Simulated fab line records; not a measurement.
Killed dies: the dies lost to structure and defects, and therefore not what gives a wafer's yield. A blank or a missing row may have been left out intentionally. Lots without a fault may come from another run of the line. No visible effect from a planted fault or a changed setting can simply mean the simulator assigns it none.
A lot that was struck, set against a sound lot -- flow nandHarc -- 18 steps out of a route of 1302
Sound: wafers L419.3, L419.4, L419.6. The struck wafers were L423.3, L423.4, L423.6. The cause is given at the end.
At each step with rows: each side's tool, then ch and its chambers, then its first start. Under that, the readings that differ: sound wafers -- struck wafers -- difference of the means -- sigmas: that difference in standard deviations of wafers without a fault.
alike: readings whose means differ by less than 2 such deviations, and words and numbers that are the same on both sides. not compared: withheld readings, readings that some wafer has no value for, bounds like >300 that may hide the same value, and numbers for which the record gives no deviation and whose values overlap.
Wherever a step has rows on one side only, a row that says differs or no value, or a row with sigmas, the two part there. Non-overlapping numbers with no deviation appear without sigmas and do not part them. A reading missing from all wafers of one side parts the sides only when that side holds two or more wafers.

NHARC_P_GATE_CD_MEAS_59: the cd target is 720 nm.
  sound on cdSem-02 ch 0, day 5 12:11; struck on cdSem-03 ch 0, day 7 05:58
  alike: cdNm
then, 1 step without rows for these wafers: NHARC_P_GATE_HARDBAKE_60 (time 80 s).
NHARC_P_GATE_DESCUM_61: chemistry O2, time 3 s.
  sound on rieDiel-12 ch 1,2,3, day 5 12:20; struck on rieDiel-07 ch 2,3, day 7 06:08
  alike: drypumpMotorCurrentA, oesProductAu, rfVppV, showerheadPlenumPTorr, throttleValvePct
  not compared: rfHoursCounterH
then, 1 step without rows for these wafers: NHARC_P_GATE_IMPLANT_62.
NHARC_P_GATE_STRIP_112: strips in N2/H2, time 200 s.
  sound on plasmaAsher-01 ch 0,1, day 5 12:48; struck on plasmaAsher-01 ch 0,1, day 7 06:35
  alike: drypumpMotorCurrentA, heaterPowerW
  not compared: rfHoursCounterH
NHARC_P_GATE_STRIP_76: strips in O2.
  sound on plasmaAsher-01 ch 0,1, day 5 12:59; struck on plasmaAsher-01 ch 0,1, day 7 06:47
  alike: drypumpMotorCurrentA, heaterPowerW
  not compared: rfHoursCounterH
then, 6 steps without rows for these wafers: NHARC_P_GATE_STRIP_63 (strips in SPM, time 900 s); NHARC_P_GATE_DEHYDRATE_83 (time 120 s); NHARC_P_GATE_HMDS_84 (time 30 s); NHARC_P_GATE_COAT_85; NHARC_P_GATE_SOFTBAKE_86 (time 95 s); NHARC_P_GATE_EBR_87.
NHARC_P_GATE_EXPOSE_88: exposes mask P HVN, target cd 2000 nm.
  sound on krfScanner-04 ch 0, day 5 13:37; struck on krfScanner-03 ch 0, day 7 07:32
reading,sound,struck,difference,sigmas
mask,P_HVN#0 P_HVN#0 P_HVN#0,P_PSD#0 P_PSD#0 P_PSD#0,differs,
then, 2 steps without rows for these wafers: NHARC_P_GATE_PEB_89 (peb time 85 s); NHARC_P_GATE_DEVELOP_90 (time 70 s).
NHARC_P_GATE_CD_MEAS_91: the cd target is 2000 nm.
  sound on cdSem-03 ch 0, day 5 13:46; struck on cdSem-01 ch 0, day 7 07:41
reading,sound,struck,difference,sigmas
cdNm (nm),1999.9 1997.9 2000.0,- - -,no value on the struck wafers,
then, 1 step without rows for these wafers: NHARC_P_GATE_HARDBAKE_92 (time 80 s).
-- the record jumps here: 19 days lie between the struck wafers' starts before and after (it left off in module P_GATE and takes up again in module END, whose first step shown is number 1302 of the route) --
NHARC_END_SORT_01:
  only the struck wafers appear in the record here, on prober-01 ch 0 at day 25 20:13; the sound ones have no rows

WHERE THEY PART
At NHARC_P_GATE_EXPOSE_88 first; at NHARC_END_SORT_01 last (within this record only).

WHY: the cause the simulator had injected
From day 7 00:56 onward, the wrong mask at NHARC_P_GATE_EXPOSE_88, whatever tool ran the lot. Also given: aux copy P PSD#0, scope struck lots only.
